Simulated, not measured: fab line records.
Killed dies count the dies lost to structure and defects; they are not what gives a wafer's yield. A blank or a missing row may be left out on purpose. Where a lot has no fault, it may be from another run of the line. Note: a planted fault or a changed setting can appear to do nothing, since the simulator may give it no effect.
Comparing a struck lot with a sound one ; flow n5 finfet ; 14 steps out of a route of 1938
Sound: these wafers, L510.2, L510.4, L510.6. Wafers struck: L501.1, L501.2, L501.4. Last of all comes the cause.
For every step that has rows: the tool of each side, followed by ch and its chambers, followed by its first start. Under that, the readings that differ: sound wafers ; struck wafers ; difference of the means ; sigmas: that difference in standard deviations of wafers without a fault.
alike: readings whose means differ by less than 2 such deviations, and words and numbers that are the same on both sides. not compared: withheld readings, readings that some wafer has no value for, bounds like >300 that may hide the same value, and numbers for which the record gives no deviation and whose values overlap.
The two part at a step that has a row with sigmas, a row that says differs or no value, or rows on one side only. Numbers that have no deviation but don't overlap get no sigmas and don't part them. A reading that every wafer of one side lacks parts them only if that side has two wafers or more.

first, 2 steps without rows for these wafers: N5_DUMMY_GATE_PRECLEAN_46 (cleans in DIW, time 89.5 s); N5_DUMMY_GATE_SRD_47 (dry time 32 s).
N5_DUMMY_GATE_CMP_04: polishes a-Si.
  sound on cmp-04 ch 1,2, day 7 19:12; struck on cmp-04 ch 0,1,3, day 5 12:06
  alike: motor current A, retaining ring pressure frac, time to endpoint s
N5_DUMMY_GATE_THK_MEAS_05:
  struck on film metro-01, day 5 12:19; sound on film metro-02, day 7 19:25
  alike: thk nm
then, 8 steps without rows for these wafers: N5_DUMMY_GATE_HM_DEP_06 (deposits SiNx from DCS/NH3, target thk 80 nm, time 5141 s); N5_DUMMY_GATE_PECVD_30 (deposits SiO2 from TEOS/O2, target thk 55 nm, time 10.8 s); N5_DUMMY_GATE_COAT_34 (time 60 s, resist thk 60 nm); N5_DUMMY_GATE_COAT_35 (time 60 s, resist thk 10 nm); N5_DUMMY_GATE_COAT_28 (time 60 s, resist thk 10 nm); N5_DUMMY_GATE_COAT_09 (resist thk 30 nm); N5_DUMMY_GATE_EBR_11; N5_DUMMY_GATE_SOFTBAKE_10 (time 60 s).
N5_DUMMY_GATE_EXPOSE_12: exposes mask GATE, target cd 25 nm.
  struck on euv scanner-01, day 5 16:36; sound on euv scanner-01 ch 0, day 7 23:43
  no value came back on the struck wafers for exposure dose mJ cm2, focus offset nm (nm); on the sound wafers exposure dose mJ cm2 reads 33.88 33.93 33.89
  alike: mask
then, 1 step without rows for these wafers: N5_DUMMY_GATE_PEB_13 (peb time 60 s).

== WHERE THEY PART ==
Only at N5_DUMMY_GATE_EXPOSE_12, as far as this record shows.

WHY: what had been put in by the simulator
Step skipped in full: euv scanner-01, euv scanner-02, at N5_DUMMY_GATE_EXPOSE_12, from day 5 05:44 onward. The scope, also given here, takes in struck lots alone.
